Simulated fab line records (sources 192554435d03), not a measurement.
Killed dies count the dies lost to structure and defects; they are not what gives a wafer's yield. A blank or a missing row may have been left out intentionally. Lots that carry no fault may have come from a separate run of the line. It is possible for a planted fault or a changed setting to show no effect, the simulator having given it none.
Matching of chambers + flow n5 finfet + N5_ILD0_LINER_00 on ald sin-04: 4 sister chambers
The step material SiNx, target thk 4 nm, pulse time 1 s, purge time 2 s. 8 wafers are shown with their chamber, then 10 later ones without.

## WAFERS WITH THEIR CHAMBER
| wafer  | chamber | heater power w (W) | precursor pulse height rel |
|--------|---------|--------------------|----------------------------|
| L077.4 | 3       | 766                | 1.028                      |
| L080.3 | 3       | 771                | 0.967                      |
| L082.1 | 1       | 772                | 0.990                      |
| L083.1 | 2       | 826                | 0.974                      |
| L083.2 | 0       | 810                | 0.975                      |
| L083.5 | 2       | 857                | 1.002                      |
| L084.2 | 1       | 778                | 1.017                      |
| L084.4 | 0       | 826                | 0.990                      |

## WAFERS WHOSE CHAMBER IS MISSING
| wafer  | heater power w (W) | precursor pulse height rel |
|--------|--------------------|----------------------------|
| L084.5 | 830                | 1.015                      |
| L086.2 | 758                | 0.964                      |
| L086.4 | 810                | 1.006                      |
| L086.5 | 775                | 1.029                      |
| L088.1 | 762                | 0.986                      |
| L088.2 | 821                | 0.981                      |
| L088.5 | 770                | 0.999                      |
| L093.2 | 805                | 0.998                      |
| L093.4 | 765                | 0.981                      |
| L093.6 | 818                | 0.998                      |

## THE CHAMBER EACH PASSED THROUGH
| wafer  | from the rows above               | in truth |
|--------|-----------------------------------|----------|
| L084.5 | can't be placed: 2 or 0           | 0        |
| L086.2 | can't be placed: 3 or 1           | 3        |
| L086.4 | can't be placed: 0 or 2 or 1      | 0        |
| L086.5 | can't be placed: 1 or 3           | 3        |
| L088.1 | can't be placed: 3 or 1           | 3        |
| L088.2 | can't be placed: 0 or 2           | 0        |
| L088.5 | can't be placed: 3 or 1           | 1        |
| L093.2 | can't be placed: 0 or 1 or 3 or 2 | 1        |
| L093.4 | can't be placed: 3 or 1           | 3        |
| L093.6 | can't be placed: 0 or 2           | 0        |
Placed correctly: 0 of 10. Cannot be placed on the basis of these rows: 10; the candidates contain the true chamber in 10. Wrongly placed: 0.
How it was worked out, from the rows above alone: a wafer's distance from a chamber is the root of the sum, over the readings, of the square of ((its reading less the chamber's mean) divided by the reading's scatter). The wafer belongs to the nearest chamber; if the next one is less than 2 further off, it can't be placed. For every chamber, the mean is computed from those of its wafers that are shown. How the scatter is found: for the shown wafers, subtract from each reading the mean of its chamber, square and add these, divide the total by (wafers less chambers), then take the root.
